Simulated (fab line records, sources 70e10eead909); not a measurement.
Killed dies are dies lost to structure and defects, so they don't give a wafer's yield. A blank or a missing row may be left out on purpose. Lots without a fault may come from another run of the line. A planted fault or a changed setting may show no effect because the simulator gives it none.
Which tool did it? | flow nand_harc | 11 lots, 33 wafers sampled, at 7 steps of a route of 1302

WHAT THE GAUGES READ, wafer by wafer
NHARC_P_STI_CD_MEAS_09: target cd 200 nm.
lot  | measured     | on        | cd_nm (nm)
L152 | day 2 23:29  | cd_sem-02 | 210 200 200
L154 | day 3 14:11  | cd_sem-02 | 193 198 200
L156 | day 4 10:41  | cd_sem-01 | 200 205 203
L158 | day 5 07:05  | cd_sem-03 | 200 195 200
L160 | day 6 02:44  | cd_sem-01 | 199 195 199
L167 | day 9 01:45  | cd_sem-02 | 142 143 142
L168 | day 9 12:47  | cd_sem-03 | 201 199 202
L172 | day 11 05:48 | cd_sem-01 | 160 152 152
L173 | day 11 14:41 | cd_sem-02 | 196 196 199
L174 | day 12 02:13 | cd_sem-02 | 208 202 205
L175 | day 12 12:15 | cd_sem-02 | 204 202 202

NHARC_P_STI_OVL_MEAS_10.
lot  | measured     | on         | overlay_x_nm (nm) | overlay_y_nm (nm)
L152 | day 2 23:34  | overlay-01 | -3 -4 -4          | 4 4 3
L154 | day 3 14:16  | overlay-01 | 1 0 0             | -8 -8 -8
L156 | day 4 10:47  | overlay-01 | 7 7 7             | 4 4 4
L158 | day 5 07:11  | overlay-02 | -2 -2 -1          | 3 2 3
L160 | day 6 02:49  | overlay-02 | 7 8 7             | -17 -17 -17
L167 | day 9 01:50  | overlay-01 | 7 7 8             | -7 -8 -8
L168 | day 9 12:53  | overlay-02 | 13 12 12          | 6 6 6
L172 | day 11 05:53 | overlay-02 | 3 3 3             | 3 3 2
L173 | day 11 14:46 | overlay-02 | -2 -3 -3          | -4 -5 -5
L174 | day 12 02:17 | overlay-01 | 2 3 3             | 3 3 2
L175 | day 12 12:20 | overlay-02 | 16 16 16          | -1 0 0

NHARC_P_STI_OCD_MEAS_17.
lot  | measured     | on     | trench_foot_cd_nm (nm)
L152 | day 3 00:16  | ocd-02 | 168 156 160
L154 | day 3 14:58  | ocd-02 | 151 157 159
L156 | day 4 11:29  | ocd-02 | 160 164 163
L158 | day 5 07:53  | ocd-02 | 157 154 160
L160 | day 6 03:31  | ocd-01 | 158 153 157
L167 | day 9 02:32  | ocd-01 | 100 100 98
L168 | day 9 13:34  | ocd-01 | 159 157 160
L172 | day 11 06:35 | ocd-01 | 118 110 110
L173 | day 11 15:30 | ocd-02 | 156 153 157
L174 | day 12 03:00 | ocd-01 | 166 160 161
L175 | day 12 13:02 | ocd-01 | 161 159 158

NHARC_P_STI_INSPECT_25.
lot  | measured     | on                | raw_defect_count
L152 | day 4 04:28  | defect_inspect-02 | 193 183 195
L154 | day 4 19:27  | defect_inspect-02 | 186 244 228
L156 | day 5 15:43  | defect_inspect-01 | 162 227 298
L158 | day 6 11:37  | defect_inspect-02 | 229 237 165
L160 | day 7 08:08  | defect_inspect-02 | 170 285 188
L167 | day 10 02:59 | defect_inspect-02 | 232 176 166
L168 | day 10 18:55 | defect_inspect-02 | 237 132 273
L172 | day 12 10:33 | defect_inspect-01 | 117 189 150
L173 | day 12 18:39 | defect_inspect-01 | 247 148 271
L174 | day 13 05:44 | defect_inspect-01 | 212 300 182
L175 | day 13 23:19 | defect_inspect-02 | 219 269 197

NHARC_END_SORT_01.
lot  | measured     | on        | killed_at_array | killed_at_other | killed_at_periphery | killed_dies | killed_open | killed_short
L167 | day 30 01:58 | prober-01 | 47 63 65        | 0 0 1           | 630 614 611         | 677 677 677 | 5 5 0       | 3 2 5
L172 | day 33 03:28 | prober-01 | 79 77 39        | 1 1 1           | 506 589 616         | 586 667 656 | 5 4 1       | 0 1 1

WHICH TOOL RAN EACH LOT (tool, then ch and the chambers of the sampled wafers, then the start)
lot  | NHARC_P_STI_EXPOSE_06             | NHARC_P_STI_ETCH_42
L152 | krf_scanner-03 ch 0, day 2 23:20  | rie_diel-01 ch 0,1,2, day 2 23:51
L154 | krf_scanner-03 ch 0, day 3 14:02  | rie_diel-01 ch 1,2,3, day 3 14:32
L156 | krf_scanner-03 ch 0, day 4 10:32  | rie_diel-01 ch 0,1,2, day 4 11:02
L158 | krf_scanner-01 ch 0, day 5 06:56  | rie_diel-11 ch 0,1,2, day 5 07:27
L160 | krf_scanner-01 ch 0, day 6 02:35  | rie_diel-03 ch 0,2,3, day 6 03:05
L167 | krf_scanner-03 ch 0, day 9 01:36  | rie_diel-01 ch 1,2, day 9 02:06
L168 | krf_scanner-04 ch 0, day 9 12:38  | rie_diel-11 ch 0,3, day 9 13:08
L172 | krf_scanner-03 ch 0, day 11 05:39 | rie_diel-01 ch 1,3, day 11 06:08
L173 | krf_scanner-01 ch 0, day 11 14:32 | rie_diel-03 ch 1,2, day 11 15:02
L174 | krf_scanner-04 ch 0, day 12 02:04 | rie_diel-01 ch 2,3, day 12 02:34
L175 | krf_scanner-04 ch 0, day 12 12:06 | rie_diel-03 ch 1,3, day 12 12:36
- NHARC_P_STI_EXPOSE_06: exposes mask P STI, target cd 200 nm.
- NHARC_P_STI_ETCH_42: etches the open film in N2/H2, target depth 80 nm, overetch 24 nm, time 61 s.

WHAT THE TOOLS THEMSELVES READ (means of the sampled wafers that have a number; where no wafer has one, the mark that the record gives instead)
NHARC_P_STI_EXPOSE_06.
lot  | tool           | exposure_dose_mJ_cm2 | stage_vel_mm_s (mm/s)
L152 | krf_scanner-03 | 37.69                | 499.93
L154 | krf_scanner-03 | 37.72                | 499.93
L156 | krf_scanner-03 | 37.70                | 500.05
L158 | krf_scanner-01 | 37.70                | 499.93
L160 | krf_scanner-01 | 37.69                | 500.19
L167 | krf_scanner-03 | 28.94                | 500.15
L168 | krf_scanner-04 | 37.68                | 500.06
L172 | krf_scanner-03 | 30.67                | 499.89
L173 | krf_scanner-01 | 37.70                | 500.34
L174 | krf_scanner-04 | 37.69                | 499.96
L175 | krf_scanner-04 | 37.77                | 500.16

NHARC_P_STI_ETCH_42.
lot  | tool        | drypump_motor_current_A (A) | oes_product_au (a.u.) | rf_vpp_V (V) | showerhead_plenum_p_Torr (Torr) | throttle_valve_pct (%)
L152 | rie_diel-01 | 5.5                         | 1.011                 | 430.3        | 2.04                            | 14.172
L154 | rie_diel-01 | 5.5                         | 1.007                 | 431.6        | 2.09                            | 14.167
L156 | rie_diel-01 | 5.5                         | 1.003                 | 430.6        | 2.04                            | 14.162
L158 | rie_diel-11 | 5.6                         | 1.011                 | 427.9        | 1.97                            | 14.172
L160 | rie_diel-03 | 5.2                         | 0.992                 | 428.3        | 1.98                            | 14.173
L167 | rie_diel-01 | 5.8                         | 1.005                 | 430.3        | 2.02                            | 14.171
L168 | rie_diel-11 | 5.9                         | 1.006                 | 428.4        | 1.99                            | 14.161
L172 | rie_diel-01 | 5.4                         | 0.992                 | 429.6        | 2.02                            | 14.171
L173 | rie_diel-03 | 5.2                         | 0.982                 | 430.3        | 1.99                            | 14.169
L174 | rie_diel-01 | 5.2                         | 0.995                 | 434.0        | 2.15                            | 14.173
L175 | rie_diel-03 | 5.3                         | 1.000                 | 429.8        | 2.03                            | 14.179

THE ANSWER, worked out from the rows above alone
Rule: what is usual is taken from the lots themselves. Put in order of their means at a reading, lots are off if they are a third of the lots or fewer, leave a main group of 4 or more, and stand apart from it by a gap of 3 or more times the standard deviation of the main group's means; of several such gaps the widest counts. A main group whose means are all the same, to the digits that the tables above print for the reading, isn't used. A lot without any number at a reading at which 4 lots or more have one is off too. The other lots that the step has rows for count as sound. The gauges are gone through in route order, then the tools' own readings, and for those a lot's mean is taken as printed above. The first step at which some lot is off is used, and at that step the reading that is off furthest; a lot without a number counts as furthest.
Off: L167, L172, at NHARC_P_STI_CD_MEAS_09 (cd_nm). The main group: mean 200 nm, standard deviation 2.9.
A tool fits if, at a process step before that reading, it ran every lot that is off, and no sound lot after the first of them. The gauges at NHARC_P_STI_CD_MEAS_09 aren't tried: what is off there is off at NHARC_P_STI_OCD_MEAS_17 too, on other tools, and a gauge's error can't cause that. One fits: krf_scanner-03 at NHARC_P_STI_EXPOSE_06. Its last sound lot is L156 (day 4 10:32), its first lot that is off L167 (day 9 01:36): a fault that began between those two fits.
The tool's own readings at NHARC_P_STI_EXPOSE_06 bear it out: on the lots that are off they differ by more than 5 times the standard deviation of the sound lots' means. exposure_dose_mJ_cm2 reads 29.80 there against 37.70 on the sound lots.

WHAT THE SIMULATOR HAD PUT IN
Process parameter drift: krf_scanner-03, from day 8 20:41 on, at NHARC_P_STI_EXPOSE_06. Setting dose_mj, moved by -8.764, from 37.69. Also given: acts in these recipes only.
Lots struck among those shown: L167, L172. The rule above found the same.
